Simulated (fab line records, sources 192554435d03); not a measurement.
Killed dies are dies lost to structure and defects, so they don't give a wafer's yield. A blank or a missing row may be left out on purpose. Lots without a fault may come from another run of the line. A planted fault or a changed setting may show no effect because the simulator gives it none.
fab line records | flow n5_finfet
record lots=5 wafers=15 last_day=18
route steps=1938 shown BEOL_M3@979
lots that met no fault: from a run of the same line without faults
start_h: hours from the record's first day to the start of the lot's first wafer shown | wait_h: hours since the lot's step before | " the same as in the row above | L1.1+2: a row that stands for several wafers | - no value, or no start given | * or withheld: withheld | < > ~ a bound
route shown NAME@n: a module of which the file shows steps, and the number in the route of the first | usual: mean/standard deviation of fault-free wafers | same: alike in all rows | chamber/n: place in a boat | sites: the reading at each site | _std_site: their standard deviation | _edge_site: outer sites' mean less inner sites' | radius_mm: how far each site lies from the wafer's centre | mask NAME#n: copy n | behind: the tool/chamber that last shaped the wafer | hold: why the lot was held/for how many hours/how that ended | device: the transistor (n, p or np) that didn't switch | end of line: the same wafers' tests at the end of the route | a step without rows: its recipe alone | killed: dies lost to structure and defects at the first sort, not the wafer's yield | map: a wafer's dies, x killed, . not, _ none there
set.NAME: the setting as run; set.NAME@STEP: as run at that earlier step | model.NAME: the simulator's own value behind a step, which no gauge read
lots at some steps of the route; a table a step, a row a wafer
services: from which hour (start_h, from the record's first day; less than 0 if before it) a tool's chamber was out of use, for how many hours, and why
## steps
# step N5_BEOL_M3_STRIP_36
# recipe chemistry=N2/H2 power_w=450 temp_c=40 pressure_mtorr=20 rf_frequency_hz=6e+07 overash_fraction=0.3 bias_power_w=7 h2_frac=0.5 n2_flow_sccm=200 h2_flow_sccm=200
# usual drypump_motor_current_A=5.6/0.65 oes_product_au=0.77/0.095 rf_vpp_V=59.3/1.5 showerhead_plenum_p_Torr=2.56/0.093 throttle_valve_pct=23.70/0.24
# columns lot.wafer tool chamber start_h wait_h drypump_motor_current_A oes_product_au rf_hours_counter_h rf_vpp_V showerhead_plenum_p_Torr throttle_valve_pct
L075.1 rie_diel-05 3 156.00 0.0 4.9 0.97 10 59.6 2.72 23.61
L075.3 " 1 " " 6.7 0.75 151 59.9 2.43 23.80
L075.6 " 3 " " 4.9 0.95 - 58.9 2.72 23.62
L082.1 rie_diel-05 2 187.94 0.0 5.3 0.71 207 59.6 2.62 23.63
L082.5 " 1 " " 6.7 0.73 - 56.2 2.42 23.86
L082.6 " 2 " " 5.3 0.70 - 61.9 2.62 23.64
L083.3 rie_diel-01 3 197.15 0.0 4.7 0.69 232 59.1 2.50 23.98
L083.5 " 1 " " 5.2 0.68 - 58.6 2.60 23.49
L083.6 " 0 " " 5.0 0.76 - 58.8 2.64 23.95
L094.1 rie_diel-05 2 272.44 0.0 5.3 0.67 234 60.4 2.61 23.66
L094.2 " 3 " " 4.9 0.87 49 60.2 2.70 23.68
L094.6 " 1 " " 6.7 0.71 - 58.2 2.41 23.88
L087.4 rie_diel-06 1 286.66 0.0 5.4 0.70 218 58.0 2.50 23.64
L087.5 " 0 " " 6.3 0.80 - 59.9 2.67 23.26
L087.6 " 3 " " 5.5 0.71 - 57.0 2.51 23.85
# step N5_BEOL_M3_TRENCH_ETCH_37
# recipe chemistry=C4F6/O2 target_depth_a=555.55 target=SiOC time_s=29.2 ion_energy_ev=250 pressure_mtorr=30 source_w=355 bias_w=185 Ar_flow_sccm=300 C4F6_flow_sccm=10 O2_flow_sccm=10
# usual C4F6_flow_sccm=10.00/0.03 drypump_motor_current_A=5.6/0.65 mfc_ar_sccm=300.1/0.97 oes_product_au=0.77/0.094 rf_vpp_V=672/14 showerhead_plenum_p_Torr=2.87/0.083 throttle_valve_pct=20.98/0.24
# columns lot.wafer tool chamber start_h wait_h C4F6_flow_sccm drypump_motor_current_A mfc_ar_sccm oes_product_au rf_hours_counter_h rf_vpp_V showerhead_plenum_p_Torr throttle_valve_pct
L075.1 rie_diel-05 3 - - 10.01 4.9 299.2 0.94 10 659 3.01 20.76
L075.3 " 1 " " 10.00 6.7 300.6 0.74 151 649 2.76 21.14
L075.6 " 3 " " 9.99 4.9 298.6 0.94 - 659 3.01 20.78
L082.1 rie_diel-05 2 - - 9.94 5.3 299.1 0.70 208 666 2.95 20.97
L082.5 " 1 " " 9.99 6.7 301.7 0.72 - 649 2.76 21.18
L082.6 " 2 " " 10.00 5.3 300.7 0.70 - 666 2.95 20.98
L083.3 rie_diel-01 3 - - 10.03 4.7 300.4 0.71 232 670 2.81 21.14
L083.5 " 1 " " 10.00 5.2 298.3 0.68 - 672 2.93 20.91
L083.6 " 0 " " 10.01 5.0 300.3 0.77 - 694 2.94 21.07
L094.1 rie_diel-05 2 - - 9.97 5.3 300.4 0.69 234 666 2.93 21.01
L094.2 " 3 " " 9.97 4.9 299.6 0.87 49 658 3.00 20.82
L094.6 " 1 " " 9.95 6.7 299.6 0.71 - 648 2.74 21.21
L087.4 rie_diel-06 1 - - 9.97 5.4 299.6 0.69 218 668 2.80 20.93
L087.5 " 0 " " 10.00 6.4 300.8 0.78 - 655 2.96 20.55
L087.6 " 3 " " 9.99 5.5 299.1 0.71 - 657 2.84 21.10
# step N5_BEOL_M3_ETCH_41
# recipe chemistry=CH3F/O2 target=SiCN target_depth_a=299 taper_deg=2 time_s=52.5 ion_energy_ev=120 mask_material=TiN pressure_mtorr=30 source_w=395 bias_w=75 Ar_flow_sccm=150 CH3F_flow_sccm=30 O2_flow_sccm=20
# usual CH3F_flow_sccm=29.99/0.081 drypump_motor_current_A=5.6/0.65 mfc_ar_sccm=150.1/0.45 oes_product_au=0.77/0.094 rf_vpp_V=297.8/1.4 showerhead_plenum_p_Torr=2.02/0.062 throttle_valve_pct=16.44/0.24
# columns lot.wafer tool chamber start_h wait_h CH3F_flow_sccm drypump_motor_current_A mfc_ar_sccm oes_product_au rf_hours_counter_h rf_vpp_V showerhead_plenum_p_Torr throttle_valve_pct
L075.1 rie_diel-05 3 - - 29.95 4.9 150.0 0.95 10 300.4 2.12 16.19
L075.3 " 1 " " 30.00 6.7 150.1 0.74 151 296.3 1.93 16.54
L075.6 " 3 " " 29.93 4.9 149.8 0.95 - 298.7 2.12 16.20
L082.1 rie_diel-05 2 - - 29.95 5.3 149.9 0.70 208 299.2 2.07 16.47
L082.5 " 1 " " 30.01 6.7 150.2 0.73 - 294.9 1.93 16.56
L082.6 " 2 " " 30.05 5.3 149.8 0.70 - 298.9 2.07 16.44
L083.3 rie_diel-01 3 - - 29.97 4.7 149.4 0.70 232 296.0 1.97 16.63
L083.5 " 1 " " 29.91 5.2 150.4 0.68 - 299.6 2.06 16.41
L083.6 " 0 " " 30.05 5.0 150.3 0.76 - 300.0 2.07 16.56
L094.1 rie_diel-05 2 - - 29.95 5.3 150.7 0.68 234 296.5 2.06 16.51
L094.2 " 3 " " 29.96 5.0 149.7 0.87 49 297.9 2.11 16.27
L094.6 " 1 " " 30.04 6.7 149.5 0.71 - 295.5 1.92 16.60
L087.4 rie_diel-06 1 - - 30.11 5.4 150.4 0.69 218 297.6 1.97 16.47
L087.5 " 0 " " 30.11 6.4 149.4 0.79 - 300.1 2.09 16.06
L087.6 " 3 " " 29.85 5.4 150.3 0.72 - 297.2 1.99 16.51
# step N5_BEOL_M3_STRIP_97
# recipe chemistry=N2/H2 time_s=10 power_w=450 temp_c=40 pressure_mtorr=20 rf_frequency_hz=6e+07 bias_power_w=7 n2_flow_sccm=200 h2_flow_sccm=200
# usual drypump_motor_current_A=5.6/0.65 oes_product_au=0.77/0.093 rf_vpp_V=59.3/0.79 showerhead_plenum_p_Torr=2.56/0.093 throttle_valve_pct=23.70/0.24
# columns lot.wafer tool chamber start_h wait_h drypump_motor_current_A oes_product_au rf_hours_counter_h rf_vpp_V showerhead_plenum_p_Torr throttle_valve_pct
L075.1 rie_diel-05 3 - - 4.9 0.96 10 57.1 2.72 23.62
L075.3 " 1 " " 6.7 0.75 151 59.4 2.42 23.82
L075.6 " 3 " " 4.9 0.95 - 58.9 2.72 23.60
L082.1 rie_diel-05 2 - - 5.3 0.70 208 58.5 2.62 23.64
L082.5 " 1 " " 6.7 0.73 - 58.6 2.42 23.83
L082.6 " 2 " " 5.3 0.70 - 60.1 2.62 23.63
L083.3 rie_diel-01 3 - - 4.7 0.70 232 60.3 2.50 23.96
L083.5 " 1 " " 5.2 0.68 - 60.5 2.60 23.49
L083.6 " 0 " " 5.0 0.76 - 59.1 2.64 23.93
L094.1 rie_diel-05 2 - - 5.3 0.68 234 59.3 2.61 23.65
L094.2 " 3 " " 4.9 0.87 49 57.6 2.71 23.66
L094.6 " 1 " " 6.7 0.71 - 58.9 2.41 23.87
L087.4 rie_diel-06 1 - - 5.4 0.70 218 59.4 2.50 23.65
L087.5 " 0 " " 6.4 0.80 - 60.9 2.67 23.25
L087.6 " 3 " " 5.5 0.72 - 59.1 2.51 23.84
# step N5_BEOL_M3_OCD_MEAS_38
# usual trench_depth_nm=55.4/1.1
# columns lot.wafer tool chamber start_h wait_h trench_depth_nm
L075.1 ocd-01 - 156.19 - 55.6
L075.3 " - " " 54.5
L075.6 " - " " 55.7
L082.1 ocd-01 - 188.14 - 55.0
L082.5 " - " " 53.2
L082.6 " - " " 54.0
L083.3 ocd-02 - 197.35 - 55.7
L083.5 " - " " 56.9
L083.6 " - " " 55.7
L094.1 ocd-01 - 272.64 - 54.8
L094.2 " - " " 56.1
L094.6 " - " " 54.5
L087.4 ocd-02 - 286.86 - 53.4
L087.5 " - " " 54.7
L087.6 " - " " 54.8
# step N5_BEOL_M3_HM_STRIP_39
# recipe chemistry=peroxide_tin_strip material=TiN target_depth_a=250 temp_c=50 time_s=158
# columns lot.wafer tool chamber start_h wait_h
L075.1+3+6 wet_bench-04 5,4,1 156.22 0.0
L082.1+5+6 wet_bench-02 5,3,4 188.17 0.0
L083.3+5+6 wet_bench-04 2,7,0 197.38 0.0
L094.1+2+6 wet_bench-01 1,6,7 272.67 0.0
L087.4+5+6 wet_bench-01 6,4,5 286.88 0.0
# step N5_BEOL_M3_SRD_40
# recipe time_s=30 temp_c=23 rinse_liquid=diw dry=ipa_marangoni
# columns lot.wafer tool chamber start_h wait_h
L075.1+3+6 wet_bench-04 5,4,1 156.33 0.0
L082.1+5+6 wet_bench-02 5,3,4 188.22 0.0
L083.3+5+6 wet_bench-04 2,7,0 197.43 0.0
L094.1+2+6 wet_bench-01 1,6,7 272.72 0.0
L087.4+5+6 wet_bench-01 6,4,5 286.93 0.0
# step N5_BEOL_M3_PRECLEAN_42
# recipe chemistry=residue_remover time_s=60 temp_c=40
# columns lot.wafer tool chamber start_h wait_h
L075.1+3+6 wet_bench-04 5,4,1 156.36 0.0
L082.1+5+6 wet_bench-02 5,3,4 188.23 0.0
L083.3+5+6 wet_bench-04 2,7,0 197.45 0.0
L094.1+2+6 wet_bench-01 1,6,7 272.73 0.0
L087.4+5+6 wet_bench-01 6,4,5 286.95 0.0
# step N5_BEOL_M3_SRD_43
# recipe time_s=30 temp_c=23 rinse_liquid=diw dry=ipa_marangoni
# columns lot.wafer tool chamber start_h wait_h
L075.1+3+6 wet_bench-04 5,4,1 156.40 0.0
L082.1+5+6 wet_bench-02 5,3,4 188.25 0.0
L083.3+5+6 wet_bench-04 2,7,0 197.46 0.0
L094.1+2+6 wet_bench-01 1,6,7 272.75 0.0
L087.4+5+6 wet_bench-01 6,4,5 286.96 0.0
# step N5_BEOL_M3_CD_MEAS_35
# recipe target_cd_nm=18 target_cd_y_nm=21 polarity=opening
# usual cd_nm=18.1/0.35
# columns lot.wafer tool chamber start_h wait_h cd_nm
L075.1 cd_sem-02 - 156.47 0.0 18.1
L075.3 " - " " 18.1
L075.6 " - " " 17.8
L082.1 cd_sem-01 - 188.30 0.0 18.0
L082.5 " - " " 17.9
L082.6 " - " " 17.9
L083.3 cd_sem-03 - 197.51 0.0 18.1
L083.5 " - " " 18.6
L083.6 " - " " 17.7
L094.1 cd_sem-02 - 272.79 0.0 18.1
L094.2 " - " " 18.3
L094.6 " - " " 17.8
L087.4 cd_sem-03 - 287.01 0.0 18.0
L087.5 " - " " 18.1
L087.6 " - " " 17.5
# step N5_BEOL_M3_DEGAS_44
# recipe ambient=vacuum temp_c=250 time_s=60
# usual heater_power_w=338/19 susceptor_temp_C=250.01/0.17
# columns lot.wafer tool chamber start_h wait_h heater_power_w susceptor_temp_C
L075.1 pvd_sputter-03 - 156.61 0.1 312 249.83
L075.3 " - " " 364 249.95
L075.6 " - " " 345 249.97
L082.1 pvd_sputter-01 - 188.46 0.2 306 250.03
L082.5 " - " " 322 249.88
L082.6 " - " " 304 250.12
L083.3 pvd_sputter-02 - 198.03 0.5 343 250.18
L083.5 " - " " 345 249.97
L083.6 " - " " 326 250.02
L094.1 pvd_sputter-03 - 273.05 0.3 354 249.89
L094.2 " - " " 328 250.33
L094.6 " - " " 359 249.99
L087.4 pvd_sputter-02 - 287.27 0.3 324 249.75
L087.5 " - " " 345 249.60
L087.6 " - " " 314 249.93
# step N5_BEOL_M3_PRE_CLEAN_45
# recipe gas=H2/He time_s=30 temp_c=250
# usual heater_power_w=338/19 susceptor_temp_C=249.99/0.18
# columns lot.wafer tool chamber start_h wait_h heater_power_w susceptor_temp_C
L075.1 pvd_sputter-03 - 156.65 0.0 325 250.02
L075.3 " - " " 355 250.02
L075.6 " - " " 328 250.21
L082.1 pvd_sputter-01 - 188.50 0.0 302 250.16
L082.5 " - " " 314 249.92
L082.6 " - " " 298 249.83
L083.3 pvd_sputter-02 - 198.07 0.0 351 249.84
L083.5 " - " " 344 249.90
L083.6 " - " " 331 249.77
L094.1 pvd_sputter-03 - 273.09 0.0 352 249.89
L094.2 " - " " 322 249.94
L094.6 " - " " 352 249.87
L087.4 pvd_sputter-02 - 287.31 0.0 317 250.03
L087.5 " - " " 349 249.71
L087.6 " - " " 310 250.08
# step N5_BEOL_M3_ALD_84
# recipe material=TaN target_thk_a=* temp_c=275 ald_precursor_family=PDMAT ald_co_reactant=NH3 pressure_torr=3 carrier_flow_sccm=1500 pulse_time_s=2 purge_time_s=3 co_reactant_purge_time_s=2 co_reactant_pulse_time_s=3 ald_cycles=30 precursor_vessel_temp_c=75 precursor_vessel_pressure_torr=26.25 precursor_vessel_carrier_sccm=1000
# usual heater_power_w=405/46 susceptor_temp_C=274.99/0.2
# same co_reactant_pulse_time_s=3
# columns lot.wafer tool chamber start_h wait_h heater_power_w susceptor_temp_C
L075.1 ald_metal-04 1 156.71 0.0 441 275.18
L075.3 " 0 " " 444 274.95
L075.6 " 3 " " 350 275.14
L082.1 ald_metal-01 1 188.56 0.0 386 275.22
L082.5 " 1 " " 390 275.00
L082.6 " 2 " " 412 275.10
L083.3 ald_metal-04 2 198.13 0.0 344 274.86
L083.5 " 2 " " 352 274.77
L083.6 " 3 " " 348 275.08
L094.1 ald_metal-04 1 273.15 0.0 445 275.02
L094.2 " 3 " " 349 274.87
L094.6 " 2 " " 349 274.98
L087.4 ald_metal-03 0 287.48 0.1 368 275.57
L087.5 " 1 " " 473 274.91
L087.6 " 2 " " 455 274.79
# step N5_BEOL_M3_SURFACE_TREAT_85
# recipe gas=Ar time_s=* ion_energy_ev=* ion_current_ma_cm2=0.5 pressure_mtorr=* ar_flow_sccm=30
# usual throttle_valve_pct=*
# columns lot.wafer tool chamber start_h wait_h throttle_valve_pct
L075.1 pvd_sputter-02 - 156.99 0.2 *
L075.3 " - " " *
L075.6 " - " " *
L082.1 pvd_sputter-01 - 188.82 0.2 *
L082.5 " - " " *
L082.6 " - " " *
L083.3 pvd_sputter-02 - 198.49 0.3 *
L083.5 " - " " *
L083.6 " - " " *
L094.1 pvd_sputter-02 - 273.61 0.4 *
L094.2 " - " " *
L094.6 " - " " *
L087.4 pvd_sputter-02 - 287.65 0.1 *
L087.5 " - " " *
L087.6 " - " " *
# step N5_BEOL_M3_CVD_47
# recipe material=Co target_thk_a=30 temp_c=withheld precursor=CCTBA/H2 pressure_torr=30 time_s=223.8
# columns lot.wafer tool chamber start_h wait_h
L075.1+3+6 cvd_co-02 1,2,2 157.28 0.3
L082.1+5+6 cvd_co-02 2,1,2 188.88 0.0
L083.3+5+6 cvd_co-02 2,0,2 198.55 0.0
L094.1+2+6 cvd_co-02 1,2,0 273.80 0.2
L087.4+5+6 cvd_co-01 2,0,1 287.87 0.2
# step N5_BEOL_M3_SPUTTER_48
# recipe material=Cu target_thk_a=45 temp_c=-20 chamber_pressure_pa=0.07 power_w=withheld time_s=8.29
# usual susceptor_temp_C=-20.00/0.11 throttle_valve_pct=29.8/1.1
# columns lot.wafer tool chamber start_h wait_h susceptor_temp_C throttle_valve_pct
L075.1 pvd_sputter-01 - 158.83 1.5 -19.99 30.0
L075.3 " - " " -19.99 30.5
L075.6 " - " " -20.04 30.1
L082.1 pvd_sputter-01 - 189.04 0.1 -20.14 31.2
L082.5 " - " " -19.86 30.6
L082.6 " - " " -20.04 30.2
L083.3 pvd_sputter-03 - 198.73 0.1 -19.94 28.4
L083.5 " - " " -20.19 30.7
L083.6 " - " " -20.04 28.3
L094.1 pvd_sputter-02 - 274.07 0.2 -20.02 30.5
L094.2 " - " " -20.22 28.4
L094.6 " - " " -20.12 28.5
L087.4 pvd_sputter-01 - 288.33 0.4 -20.18 30.5
L087.5 " - " " -20.09 29.9
L087.6 " - " " -20.10 30.2
# step N5_BEOL_M3_ANNEAL_49
# recipe temp_c=400 time_s=240 ambient=vacuum
# usual heater_power_w=829/45 susceptor_temp_C=399.99/0.23
# columns lot.wafer tool chamber start_h wait_h heater_power_w susceptor_temp_C
L075.1 pvd_sputter-01 - 158.91 0.0 881 400.07
L075.3 " - " " 811 400.40
L075.6 " - " " 842 399.69
L082.1 pvd_sputter-01 - 189.12 0.0 745 399.74
L082.5 " - " " 809 399.98
L082.6 " - " " 874 400.34
L083.3 pvd_sputter-03 - 198.81 0.0 886 399.87
L083.5 " - " " 889 400.18
L083.6 " - " " 883 399.64
L094.1 pvd_sputter-02 - 274.15 0.0 797 400.44
L094.2 " - " " 812 400.08
L094.6 " - " " 821 399.76
L087.4 pvd_sputter-01 - 288.41 0.0 831 399.96
L087.5 " - " " 837 400.38
L087.6 " - " " 818 399.73
# step N5_BEOL_M3_SPUTTER_79
# recipe material=Cu target_thk_a=45 temp_c=-20 chamber_pressure_pa=0.07 power_w=withheld time_s=8.29
# usual susceptor_temp_C=-19.99/0.1 throttle_valve_pct=29.8/1
# columns lot.wafer tool chamber start_h wait_h susceptor_temp_C throttle_valve_pct
L075.1 pvd_sputter-01 - 159.05 0.1 -19.77 30.0
L075.3 " - " " -20.15 30.5
L075.6 " - " " -20.06 30.1
L082.1 pvd_sputter-01 - 189.26 0.1 -20.06 31.5
L082.5 " - " " -20.10 30.0
L082.6 " - " " -19.93 30.2
L083.3 pvd_sputter-03 - 198.95 0.1 -20.14 28.0
L083.5 " - " " -20.01 31.0
L083.6 " - " " -20.09 28.4
L094.1 pvd_sputter-02 - 274.29 0.1 -20.04 30.7
L094.2 " - " " -20.05 28.5
L094.6 " - " " -20.08 28.4
L087.4 pvd_sputter-01 - 288.55 0.1 -20.07 30.3
L087.5 " - " " -20.09 30.2
L087.6 " - " " -19.86 30.3
# step N5_BEOL_M3_ANNEAL_80
# recipe temp_c=400 time_s=240 ambient=vacuum
# usual heater_power_w=830/47 susceptor_temp_C=399.99/0.23
# columns lot.wafer tool chamber start_h wait_h heater_power_w susceptor_temp_C
L075.1 pvd_sputter-01 - 159.13 0.0 855 399.67
L075.3 " - " " 803 399.94
L075.6 " - " " 887 399.85
L082.1 pvd_sputter-01 - 189.34 0.0 737 399.90
L082.5 " - " " 844 400.29
L082.6 " - " " 883 400.25
L083.3 pvd_sputter-03 - 199.03 0.0 895 399.83
L083.5 " - " " 882 400.24
L083.6 " - " " 901 400.04
L094.1 pvd_sputter-02 - 274.37 0.0 796 399.88
L094.2 " - " " 825 400.06
L094.6 " - " " 817 399.82
L087.4 pvd_sputter-01 - 288.63 0.0 822 400.22
L087.5 " - " " 857 399.53
L087.6 " - " " 825 400.42
# step N5_BEOL_M3_SPUTTER_81
# recipe material=Cu target_thk_a=45 temp_c=-20 chamber_pressure_pa=0.07 power_w=withheld time_s=8.29
# usual susceptor_temp_C=-20.00/0.11 throttle_valve_pct=29.8/1
# columns lot.wafer tool chamber start_h wait_h susceptor_temp_C throttle_valve_pct
L075.1 pvd_sputter-01 - 159.27 0.1 -20.01 30.1
L075.3 " - " " -19.80 30.2
L075.6 " - " " -19.82 30.3
L082.1 pvd_sputter-01 - 189.48 0.1 -19.68 31.4
L082.5 " - " " -20.23 30.4
L082.6 " - " " -20.02 30.1
L083.3 pvd_sputter-03 - 199.17 0.1 -19.97 28.3
L083.5 " - " " -20.07 31.0
L083.6 " - " " -19.94 28.3
L094.1 pvd_sputter-02 - 274.51 0.1 -19.99 30.5
L094.2 " - " " -20.07 28.1
L094.6 " - " " -20.16 28.6
L087.4 pvd_sputter-01 - 288.77 0.1 -19.83 30.1
L087.5 " - " " -19.99 30.1
L087.6 " - " " -19.90 30.6
# step N5_BEOL_M3_ANNEAL_82
# recipe temp_c=400 time_s=240 ambient=vacuum
# usual heater_power_w=830/45 susceptor_temp_C=400.00/0.23
# columns lot.wafer tool chamber start_h wait_h heater_power_w susceptor_temp_C
L075.1 pvd_sputter-01 - 159.35 0.0 856 400.03
L075.3 " - " " 823 399.89
L075.6 " - " " 859 400.18
L082.1 pvd_sputter-01 - 189.56 0.0 751 400.45
L082.5 " - " " 817 400.08
L082.6 " - " " 865 399.89
L083.3 pvd_sputter-03 - 199.25 0.0 909 399.89
L083.5 " - " " 909 400.27
L083.6 " - " " 883 400.26
L094.1 pvd_sputter-02 - 274.59 0.0 783 399.70
L094.2 " - " " 805 399.76
L094.6 " - " " 801 399.65
L087.4 pvd_sputter-01 - 288.85 0.0 808 399.93
L087.5 " - " " 844 400.13
L087.6 " - " " 832 399.62
# step N5_BEOL_M3_SPUTTER_86
# recipe material=Cu target_thk_a=45 temp_c=-20 chamber_pressure_pa=0.07 power_w=withheld time_s=8.29
# usual susceptor_temp_C=-20.00/0.1 throttle_valve_pct=29.8/1
# columns lot.wafer tool chamber start_h wait_h susceptor_temp_C throttle_valve_pct
L075.1 pvd_sputter-01 - 159.49 0.1 -20.02 29.9
L075.3 " - " " -19.90 30.1
L075.6 " - " " -19.83 29.8
L082.1 pvd_sputter-01 - 189.70 0.1 -20.06 31.4
L082.5 " - " " -20.04 30.1
L082.6 " - " " -20.00 30.1
L083.3 pvd_sputter-03 - 199.39 0.1 -20.01 28.3
L083.5 " - " " -20.05 30.6
L083.6 " - " " -20.22 28.4
L094.1 pvd_sputter-02 - 274.73 0.1 -20.05 30.6
L094.2 " - " " -20.00 28.3
L094.6 " - " " -19.95 28.1
L087.4 pvd_sputter-01 - 288.99 0.1 -20.07 30.5
L087.5 " - " " -20.22 30.0
L087.6 " - " " -20.06 30.3
# step N5_BEOL_M3_ANNEAL_87
# recipe temp_c=400 time_s=240 ambient=vacuum
# usual heater_power_w=829/45 susceptor_temp_C=399.99/0.22
# columns lot.wafer tool chamber start_h wait_h heater_power_w susceptor_temp_C
L075.1 pvd_sputter-01 - 159.57 0.0 854 400.02
L075.3 " - " " 826 399.82
L075.6 " - " " 861 399.88
L082.1 pvd_sputter-01 - 189.78 0.0 754 399.83
L082.5 " - " " 829 399.85
L082.6 " - " " 839 400.09
L083.3 pvd_sputter-03 - 199.47 0.0 896 399.88
L083.5 " - " " 899 399.92
L083.6 " - " " 887 399.97
L094.1 pvd_sputter-02 - 274.81 0.0 795 399.94
L094.2 " - " " 819 399.61
L094.6 " - " " 832 399.78
L087.4 pvd_sputter-01 - 289.07 0.0 825 399.67
L087.5 " - " " 857 400.43
L087.6 " - " " 814 399.71
# step N5_BEOL_M3_SPUTTER_88
# recipe material=Cu target_thk_a=45 temp_c=-20 chamber_pressure_pa=0.07 power_w=withheld time_s=8.29
# usual susceptor_temp_C=-20.01/0.1 throttle_valve_pct=29.8/1
# columns lot.wafer tool chamber start_h wait_h susceptor_temp_C throttle_valve_pct
L075.1 pvd_sputter-01 - 159.71 0.1 -19.97 30.0
L075.3 " - " " -19.84 30.0
L075.6 " - " " -19.98 29.9
L082.1 pvd_sputter-01 - 189.92 0.1 -19.86 31.4
L082.5 " - " " -19.93 30.2
L082.6 " - " " -19.99 30.3
L083.3 pvd_sputter-03 - 199.61 0.1 -19.80 28.1
L083.5 " - " " -20.05 30.9
L083.6 " - " " -20.01 28.1
L094.1 pvd_sputter-02 - 274.95 0.1 -19.91 30.5
L094.2 " - " " -19.98 28.2
L094.6 " - " " -19.89 28.3
L087.4 pvd_sputter-01 - 289.21 0.1 -19.88 30.1
L087.5 " - " " -19.81 29.8
L087.6 " - " " -19.96 30.3
# step N5_BEOL_M3_ANNEAL_89
# recipe temp_c=400 time_s=240 ambient=vacuum
# usual heater_power_w=829/44 susceptor_temp_C=400.01/0.23
# columns lot.wafer tool chamber start_h wait_h heater_power_w susceptor_temp_C
L075.1 pvd_sputter-01 - 159.79 0.0 847 399.86
L075.3 " - " " 831 399.66
L075.6 " - " " 890 399.89
L082.1 pvd_sputter-01 - 190.00 0.0 758 400.01
L082.5 " - " " 827 400.40
L082.6 " - " " 868 400.00
L083.3 pvd_sputter-03 - 199.69 0.0 909 399.76
L083.5 " - " " 889 400.20
L083.6 " - " " 880 400.27
L094.1 pvd_sputter-02 - 275.03 0.0 769 399.90
L094.2 " - " " 811 400.05
L094.6 " - " " 820 399.85
L087.4 pvd_sputter-01 - 289.29 0.0 816 399.99
L087.5 " - " " 883 399.76
L087.6 " - " " 796 399.90
# step N5_BEOL_M3_SPUTTER_90
# recipe material=Cu target_thk_a=45 temp_c=-20 chamber_pressure_pa=0.07 power_w=withheld time_s=8.29
# usual susceptor_temp_C=-20.01/0.11 throttle_valve_pct=29.8/1
# columns lot.wafer tool chamber start_h wait_h susceptor_temp_C throttle_valve_pct
L075.1 pvd_sputter-01 - 159.93 0.1 -20.03 30.0
L075.3 " - " " -20.15 30.4
L075.6 " - " " -20.11 30.4
L082.1 pvd_sputter-01 - 190.14 0.1 -20.03 31.5
L082.5 " - " " -20.00 30.1
L082.6 " - " " -20.09 30.0
L083.3 pvd_sputter-03 - 199.83 0.1 -20.04 28.5
L083.5 " - " " -20.07 30.8
L083.6 " - " " -19.95 28.3
L094.1 pvd_sputter-02 - 275.17 0.1 -20.18 30.4
L094.2 " - " " -20.07 28.2
L094.6 " - " " -20.00 28.7
L087.4 pvd_sputter-01 - 289.43 0.1 -20.04 30.2
L087.5 " - " " -20.22 30.1
L087.6 " - " " -20.25 30.1
# step N5_BEOL_M3_ANNEAL_91
# recipe temp_c=400 time_s=240 ambient=vacuum
# usual heater_power_w=829/45 susceptor_temp_C=399.98/0.24
# columns lot.wafer tool chamber start_h wait_h heater_power_w susceptor_temp_C
L075.1 pvd_sputter-01 - 160.01 0.0 856 399.92
L075.3 " - " " 824 400.28
L075.6 " - " " 865 399.64
L082.1 pvd_sputter-01 - 190.22 0.0 754 399.90
L082.5 " - " " 830 399.87
L082.6 " - " " 853 399.91
L083.3 pvd_sputter-03 - 199.91 0.0 892 399.97
L083.5 " - " " 902 400.12
L083.6 " - " " 880 399.67
L094.1 pvd_sputter-02 - 275.25 0.0 787 399.95
L094.2 " - " " 804 400.19
L094.6 " - " " 799 400.04
L087.4 pvd_sputter-01 - 289.51 0.0 818 400.16
L087.5 " - " " 862 399.84
L087.6 " - " " 827 400.04
# step N5_BEOL_M3_SPUTTER_92
# recipe material=Cu target_thk_a=45 temp_c=-20 chamber_pressure_pa=0.07 power_w=withheld time_s=8.29
# usual susceptor_temp_C=-19.99/0.096 throttle_valve_pct=29.8/1
# columns lot.wafer tool chamber start_h wait_h susceptor_temp_C throttle_valve_pct
L075.1 pvd_sputter-01 - 160.15 0.1 -19.76 30.0
L075.3 " - " " -20.02 30.4
L075.6 " - " " -19.84 30.2
L082.1 pvd_sputter-01 - 190.36 0.1 -20.09 31.6
L082.5 " - " " -20.07 30.2
L082.6 " - " " -19.96 30.2
L083.3 pvd_sputter-03 - 200.05 0.1 -20.01 28.3
L083.5 " - " " -19.96 30.7
L083.6 " - " " -20.12 28.1
L094.1 pvd_sputter-02 - 275.39 0.1 -20.08 30.5
L094.2 " - " " -20.01 28.3
L094.6 " - " " -20.16 28.4
L087.4 pvd_sputter-01 - 289.65 0.1 -19.75 30.4
L087.5 " - " " -19.99 30.1
L087.6 " - " " -20.04 30.4
# step N5_BEOL_M3_ANNEAL_93
# recipe temp_c=400 time_s=240 ambient=vacuum
# usual heater_power_w=831/44 susceptor_temp_C=400.01/0.19
# columns lot.wafer tool chamber start_h wait_h heater_power_w susceptor_temp_C
L075.1 pvd_sputter-01 - 160.23 0.0 853 400.22
L075.3 " - " " 830 399.62
L075.6 " - " " 854 400.14
L082.1 pvd_sputter-01 - 190.44 0.0 744 400.28
L082.5 " - " " 837 400.03
L082.6 " - " " 853 399.75
L083.3 pvd_sputter-03 - 200.13 0.0 877 400.33
L083.5 " - " " 867 399.92
L083.6 " - " " 897 400.09
L094.1 pvd_sputter-02 - 275.47 0.0 769 400.03
L094.2 " - " " 808 400.18
L094.6 " - " " 826 399.99
L087.4 pvd_sputter-01 - 289.73 0.0 814 399.90
L087.5 " - " " 875 399.93
L087.6 " - " " 807 400.01
## services
# columns tool chamber start_h hours kind
wet_bench-02 - 156.88 3.1 repair
ald_metal-04 2 159.14 6.5 repair
ald_metal-03 - 161.14 1.1 repair
rie_diel-05 2 167.42 14.2 repair
rie_diel-06 - 168.33 28.1 pm
ald_metal-04 2 176.51 6.2 repair
cvd_co-01 - 177.96 0.5 repair
cvd_co-02 - 180.74 0.7 repair
wet_bench-02 - 197.28 0.8 repair
cvd_co-01 0 228.17 7.7 repair
ald_metal-01 - 231.08 2.8 pm
wet_bench-01 - 239.83 0.6 repair
rie_diel-01 1 249.23 - clean
rie_diel-01 1 249.23 - consumable_replace:focus_ring
rie_diel-01 1 249.23 20.2 scheduled_down
rie_diel-01 1 249.23 20.2 vent_cycle
rie_diel-05 - 253.99 4.3 pm
rie_diel-01 3 269.48 - clean
rie_diel-01 3 269.48 - consumable_replace:focus_ring
rie_diel-01 3 269.48 15.8 scheduled_down
rie_diel-01 3 269.48 15.8 vent_cycle
pvd_sputter-01 - 273.00 6.9 repair
rie_diel-05 - 284.08 2.4 repair
ald_metal-03 3 287.03 5.3 repair
## key
fault none
